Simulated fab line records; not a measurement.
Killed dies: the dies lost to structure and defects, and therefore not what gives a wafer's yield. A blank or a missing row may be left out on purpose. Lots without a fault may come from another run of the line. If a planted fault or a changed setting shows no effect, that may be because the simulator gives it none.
Matching of chambers + flow n5-finfet + 4 sister chambers for N5_PMOS_HMC_CHANNEL_EPI_ETCH_38 on rie-si-06
The step etches SiO2 in CF4, target depth 1.5 nm. 18 wafers are shown with their chamber, then 9 later ones without.

== WAFERS, EACH WITH ITS CHAMBER ==
| wafer  | chamber | throttle-valve-pct (%) | drypump-motor-current-A (A) | oes-product-au (a.u.) |
|--------|---------|------------------------|-----------------------------|-----------------------|
| L081.1 | 3       | 21.56                  | 5.1                         | 0.973                 |
| L081.4 | 1       | 21.86                  | 4.9                         | 0.998                 |
| L081.5 | 3       | 21.55                  | 5.1                         | 0.978                 |
| L082.1 | 3       | 21.55                  | 5.2                         | 0.974                 |
| L082.2 | 2       | 22.00                  | 6.3                         | 0.971                 |
| L082.5 | 1       | 21.85                  | 4.9                         | 0.982                 |
| L084.2 | 2       | 21.99                  | 6.3                         | 0.974                 |
| L084.3 | 1       | 21.85                  | 5.0                         | 1.000                 |
| L084.5 | 3       | 21.56                  | 5.1                         | 0.980                 |
| L086.3 | 3       | 21.56                  | 5.2                         | 0.973                 |
| L086.5 | 0       | 21.57                  | 5.9                         | 1.001                 |
| L086.6 | 1       | 21.86                  | 5.0                         | 0.996                 |
| L087.2 | 3       | 21.54                  | 5.1                         | 0.971                 |
| L087.3 | 0       | 21.60                  | 5.9                         | 1.007                 |
| L087.5 | 0       | 21.58                  | 5.9                         | 1.015                 |
| L089.3 | 0       | 21.58                  | 5.9                         | 1.003                 |
| L089.5 | 0       | 21.58                  | 5.9                         | 1.002                 |
| L089.6 | 3       | 21.55                  | 5.2                         | 0.970                 |

SIGNATURES (averages over the wafers above)
| reading                 | chamber 0 | chamber 1 | chamber 2 | chamber 3 | scatter within a chamber |
|-------------------------|-----------|-----------|-----------|-----------|--------------------------|
| throttle-valve-pct      | 21.5820   | 21.8550   | 21.9950   | 21.5529   | 0.00834                  |
| drypump-motor-current-A | 5.900     | 4.950     | 6.300     | 5.143     | 0.044                    |
| oes-product-au          | 1.00560   | 0.99400   | 0.97250   | 0.97414   | 0.00544                  |
Rule: a wafer's distance from a chamber is the root of the sum, over the readings, of the square of ((its reading less the chamber's mean) divided by the reading's scatter). If the next closest chamber is less than 2 further off than the closest, the wafer can't be placed; otherwise it belongs to the closest. The scatter: take each reading less its chamber's mean, square it, sum over the shown wafers, divide by the number of wafers less the number of chambers, and take the root.

== WAFERS MISSING THEIR CHAMBER ==
| wafer  | throttle-valve-pct (%) | drypump-motor-current-A (A) | oes-product-au (a.u.) |
|--------|------------------------|-----------------------------|-----------------------|
| L091.1 | 21.86                  | 4.9                         | 0.999                 |
| L091.2 | 21.59                  | 5.9                         | 1.012                 |
| L091.4 | 21.99                  | 6.3                         | 0.979                 |
| L095.3 | 21.58                  | 5.9                         | 1.005                 |
| L095.4 | 21.56                  | 5.1                         | 0.970                 |
| L095.6 | 21.98                  | 6.3                         | 0.970                 |
| L096.2 | 21.86                  | 5.0                         | 0.996                 |
| L096.4 | 21.58                  | 5.9                         | 1.001                 |
| L096.6 | 21.88                  | 5.0                         | 0.997                 |

== CHAMBER TAKEN BY EACH ==
| wafer  | from the rows above | in truth |
|--------|---------------------|----------|
| L091.1 | 1                   | 1        |
| L091.2 | 0                   | 0        |
| L091.4 | 2                   | 2        |
| L095.3 | 0                   | 0        |
| L095.4 | 3                   | 3        |
| L095.6 | 2                   | 2        |
| L096.2 | 1                   | 1        |
| L096.4 | 0                   | 0        |
| L096.6 | 1                   | 1        |
Correct placement for 9 of the 9. Can't be placed from these rows: 0. 0 placed wrongly.
